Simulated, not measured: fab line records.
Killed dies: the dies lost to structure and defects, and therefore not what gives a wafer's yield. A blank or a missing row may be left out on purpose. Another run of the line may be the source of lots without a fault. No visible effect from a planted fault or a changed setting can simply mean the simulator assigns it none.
The same fault as seen by 3 desks ; flow n5_finfet ; each desk holds nothing but its own numbers, with what lay behind them at the end

THE TOOL OWNER'S DESK: rie_diel-04
The tool's own readings at N5_BEOL_M11_ETCH_66 (etches SOC in N2/H2, target depth 120 nm, overetch 24 nm, time 180 s): means of the sampled wafers that have a number, for each lot that ran on this tool. The brackets show how far a lot's mean lies from the usual mean; more than 4 standard deviations puts the lot out of limits, marked OUT.
Columns: A = drypump_motor_current_A at N5_BEOL_M11_ETCH_66, usual 5.7 A; B = n2_flow_sccm at N5_BEOL_M11_ETCH_66, usual 200.0 sccm; C = oes_product_au at N5_BEOL_M11_ETCH_66, usual 0.67 a.u.; D = rf_vpp_V at N5_BEOL_M11_ETCH_66, usual 524.1 V; E = run_length_s at N5_BEOL_M11_ETCH_66, usual 203.5 s; F = showerhead_plenum_p_Torr at N5_BEOL_M11_ETCH_66, usual 2.55 Torr; G = throttle_valve_pct at N5_BEOL_M11_ETCH_66, usual 17.67 %
lot;first seen here;A;B;C;D;E;F;G
L616;day 10 16:03;6.0;199.8;0.68;525.0;203.6;2.57;17.62
L625;day 13 13:40;5.9;200.6;0.79;525.2;197.2 (-12) OUT;2.60;17.59
L628;day 13 22:41;6.1;201.1;0.71;522.9;196.3 (-14) OUT;2.54;17.57
This desk's finding: out of limits on L625, L628; first on L625, day 13 13:40 (run_length_s at N5_BEOL_M11_ETCH_66). L616: within limits.

THE METROLOGY DESK
Means of the sampled wafers that have a number, per lot and without regard to the tool the lot ran on: this is what the gauges read. The brackets show how far a lot's mean lies from the usual mean; more than 4 standard deviations puts the lot out of limits, marked OUT.
Columns: A = cd_nm at N5_BEOL_M11_CD_MEAS_28, usual 70.0 nm; B = V10_OVL at N5_BEOL_M11_OVL_MEAS_29, usual -0.3 nm
lot;first seen here;A;B
L616;day 10 15:52;70.3;-0.6
L621;day 12 11:31;69.2;0.2
L625;day 13 13:29;69.6;-0.6
L628;day 13 21:44;70.3;-1.0
L634;day 15 13:25;71.4;-0.4
L639;day 16 17:01;70.4;-0.2
Result from this desk: across the 6 lots, nothing is out of limits.

THE DEFECT DESK
For each lot, the counts of the inspections along the route, averaged over the sampled wafers that have a number. The brackets show how far a lot's mean lies from the usual mean; more than 4 standard deviations puts the lot out of limits, marked OUT.
Columns: A = raw_defect_count at N5_BEOL_M11_INSPECT_30, usual 375
lot;first seen here;A
L616;day 10 15:56;313
L621;day 12 11:34;375
L625;day 13 13:33;402
L628;day 13 21:48;473
L634;day 15 13:28;342
L639;day 16 17:05;314
Result from this desk: across the 6 lots, nothing is out of limits.

ALL TOGETHER
The tool owner's desk had the chance to raise an alarm at day 13 13:40 on L625, L628.
The metrology desk saw nothing out of limits.
Nothing out of limits was seen by the defect desk.
The metrology desk has L625, L628 on record, within its limits.
The defect desk has L625, L628 on record, within its limits.
On rie_diel-04, each named lot ran N5_BEOL_M11_ETCH_66.

WHAT THE SIMULATOR PUT IN
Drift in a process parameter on rie_diel-04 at N5_BEOL_M11_ETCH_66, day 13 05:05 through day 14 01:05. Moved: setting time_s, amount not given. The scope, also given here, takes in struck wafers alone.
Struck lots among those shown: L625, L628.
Hours from the fault's start to each desk's first reading out of limits: the tool owner's desk, 9.
